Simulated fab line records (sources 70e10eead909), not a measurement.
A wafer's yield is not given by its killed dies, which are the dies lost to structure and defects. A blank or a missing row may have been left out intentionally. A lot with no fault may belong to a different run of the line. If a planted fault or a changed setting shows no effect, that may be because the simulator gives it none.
A lot that was struck, set against a sound lot    flow nand harc    15 steps out of a route of 1302
Sound: the wafers L131.1, L131.4, L131.5. Struck: wafers L135.2, L135.5. (L135.3 of the same lot was not struck and is left out.) The cause comes at the end.
Order at every step that has rows: each side's tool, ch and its chambers, its first start. Under that, the readings that differ: sound wafers    struck wafers    difference of the means    sigmas: that difference in standard deviations of wafers without a fault.
alike: readings with means less than 2 such deviations apart, plus words and numbers identical on both sides. not compared: withheld readings, readings lacking a value on some wafer, bounds such as >300 that could conceal the same value, and numbers that have no deviation in the record and whose values overlap.
Wherever a step has rows on one side only, a row that says differs or no value, or a row with sigmas, the two part there. Non-overlapping numbers with no deviation appear without sigmas and do not part them. A reading that every wafer of one side lacks parts them only if that side has two wafers or more.

first, 7 steps without rows for these wafers: NHARC_P_ZERO_WELL_COAT_64 (time 65 s); NHARC_P_ZERO_WELL_COAT_05 (resist thk 600 nm); NHARC_P_ZERO_WELL_SOFTBAKE_06 (time 70 s); NHARC_P_ZERO_WELL_EBR_07; NHARC_P_ZERO_WELL_EXPOSE_08 (exposes mask P ZERO, target cd 500 nm); NHARC_P_ZERO_WELL_PEB_09 (peb time 80 s); NHARC_P_ZERO_WELL_DEVELOP_10 (time 50 s).
NHARC_P_ZERO_WELL_CD_MEAS_11: the cd target is 500 nm.
  sound on cd sem-01 ch 0, day 3 13:21; struck on cd sem-01 ch 0, day 5 05:15
  alike: cd nm
then, 1 step without rows for these wafers: NHARC_P_ZERO_WELL_HARDBAKE_12 (time 65 s).
NHARC_P_ZERO_WELL_DESCUM_13: chemistry O2, time 3 s.
  sound on rie diel-13 ch 0,2,3, day 3 13:31; struck on rie diel-04 ch 1,3, day 5 05:25
  alike: drypump motor current A, mfc ar sccm, oes product au, rf vpp V, showerhead plenum p Torr, throttle valve pct
  not compared: rf hours counter h
NHARC_P_ZERO_WELL_ETCH_65: etches the open film in N2/H2, target depth 80 nm, overetch 24 nm, time 87.88 s.
  sound on rie diel-13 ch 0,3, day 3 13:40; struck on rie diel-04 ch 3, day 5 05:29
reading       sound              struck       difference  sigmas
rf vpp V (V)  431.5 433.2 433.9  428.0 428.7  -4.5        -2
  alike: drypump motor current A, mfc ar sccm, oes product au, showerhead plenum p Torr, throttle valve pct
  not compared: rf hours counter h
NHARC_P_ZERO_WELL_ETCH_62: etches the open film in CHF3/Ar, target depth 13 nm, time 6.5 s.
  sound on rie diel-13 ch 0,1,2; struck on rie diel-04 ch 0,1
  alike: drypump motor current A, mfc ar sccm, oes product au, rf vpp V, showerhead plenum p Torr, throttle valve pct
  not compared: rf hours counter h
NHARC_P_ZERO_WELL_ETCH_63: etches the open film in HBr/Cl2, target depth 120 nm, time 40.1 s.
  sound on rie si-06 ch 0,1, day 3 13:50; struck on rie si-04 ch 0, day 5 05:40
reading                      sound              struck       difference  sigmas
drypump motor current A (A)  6.2 5.9 6.3        4.9 4.9      -1.2        -3
oes product au (a.u.)        0.978 0.970 0.989  1.371 1.362  +0.388      +24
  alike: throttle valve pct
  not compared: rf hours counter h
then, 2 steps without rows for these wafers: NHARC_P_ZERO_WELL_STRIP_15 (strips in SPM, time 900 s); NHARC_END_SORT_01.

WHERE THEY PART
At NHARC_P_ZERO_WELL_ETCH_65 first; at NHARC_P_ZERO_WELL_ETCH_63 last (within this record only).

WHY: what had been put in by the simulator
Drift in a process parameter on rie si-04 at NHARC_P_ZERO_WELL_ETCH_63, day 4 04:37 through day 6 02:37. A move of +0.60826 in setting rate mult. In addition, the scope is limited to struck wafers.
